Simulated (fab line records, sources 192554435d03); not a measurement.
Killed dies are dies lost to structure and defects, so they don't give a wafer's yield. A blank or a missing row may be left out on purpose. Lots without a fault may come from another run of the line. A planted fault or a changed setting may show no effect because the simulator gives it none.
Chamber matching | flow n5_finfet | N5_BEOL_M14_ETCH_67 on rie_diel-05: 4 sister chambers
The step etches SiARC in CF4, target depth 143 nm, time 238.3 s. 20 wafers are shown with their chamber, then 10 later ones without.

WAFERS WITH THEIR CHAMBER
wafer  | chamber | showerhead_plenum_p_Torr (Torr) | drypump_motor_current_A (A) | throttle_valve_pct (%)
L074.1 | 2       | 2.20                            | 6.5                         | 15.55
L074.2 | 0       | 2.07                            | 5.7                         | 15.38
L074.3 | 3       | 2.27                            | 5.2                         | 15.57
L074.4 | 1       | 2.08                            | 5.6                         | 15.62
L074.5 | 0       | 2.07                            | 5.8                         | 15.40
L074.6 | 1       | 2.08                            | 5.6                         | 15.63
L077.2 | 0       | 2.07                            | 5.8                         | 15.40
L077.3 | 2       | 2.20                            | 6.6                         | 15.57
L077.6 | 1       | 2.08                            | 5.6                         | 15.65
L079.1 | 1       | 2.08                            | 5.6                         | 15.65
L079.2 | 3       | 2.27                            | 5.2                         | 15.60
L079.5 | 2       | 2.20                            | 6.5                         | 15.59
L080.1 | 2       | 2.20                            | 6.6                         | 15.59
L080.4 | 0       | 2.07                            | 5.8                         | 15.42
L080.5 | 0       | 2.07                            | 5.8                         | 15.41
L085.3 | 0       | 2.07                            | 5.8                         | 15.42
L085.5 | 0       | 2.07                            | 5.8                         | 15.43
L085.6 | 3       | 2.27                            | 5.2                         | 15.61
L087.3 | 0       | 2.07                            | 5.8                         | 15.43
L087.4 | 3       | 2.26                            | 5.2                         | 15.63

SIGNATURES (means of the wafers above)
reading                  | chamber 0 | chamber 1 | chamber 2 | chamber 3 | scatter within a chamber
showerhead_plenum_p_Torr | 2.0700    | 2.0800    | 2.2000    | 2.2675    | 0.00217
drypump_motor_current_A  | 5.787     | 5.600     | 6.550     | 5.200     | 0.0342
throttle_valve_pct       | 15.4113   | 15.6375   | 15.5750   | 15.6025   | 0.0189
Rule: a wafer's distance from a chamber is the root of the sum, over the readings, of the square of ((its reading less the chamber's mean) divided by the reading's scatter). The wafer belongs to the nearest chamber; if the next one is less than 2 further off, it can't be placed. The scatter: the root of (the sum of the squares of (reading less its chamber's mean) over the shown wafers, divided by (wafers less chambers)).

WAFERS WITHOUT THEIR CHAMBER
wafer  | showerhead_plenum_p_Torr (Torr) | drypump_motor_current_A (A) | throttle_valve_pct (%)
L087.5 | 2.19                            | 6.5                         | 15.64
L086.1 | 2.26                            | 5.2                         | 15.64
L086.3 | 2.07                            | 5.6                         | 15.67
L086.4 | 2.07                            | 5.7                         | 15.46
L089.2 | 2.19                            | 6.5                         | 15.64
L089.4 | 2.19                            | 6.6                         | 15.63
L089.5 | 2.07                            | 5.6                         | 15.70
L096.1 | 2.26                            | 5.2                         | 15.67
L096.4 | 2.18                            | 6.5                         | 15.67
L096.5 | 2.26                            | 5.2                         | 15.67

WHICH CHAMBER EACH WENT THROUGH
wafer  | from the rows above | in truth
L087.5 | 2                   | 2
L086.1 | 3                   | 3
L086.3 | 1                   | 1
L086.4 | 0                   | 0
L089.2 | 2                   | 2
L089.4 | 2                   | 2
L089.5 | 1                   | 1
L096.1 | 3                   | 3
L096.4 | 2                   | 2
L096.5 | 3                   | 3
Placed correctly: 10 of 10. Can't be placed from these rows: 0. Placed wrongly: 0.
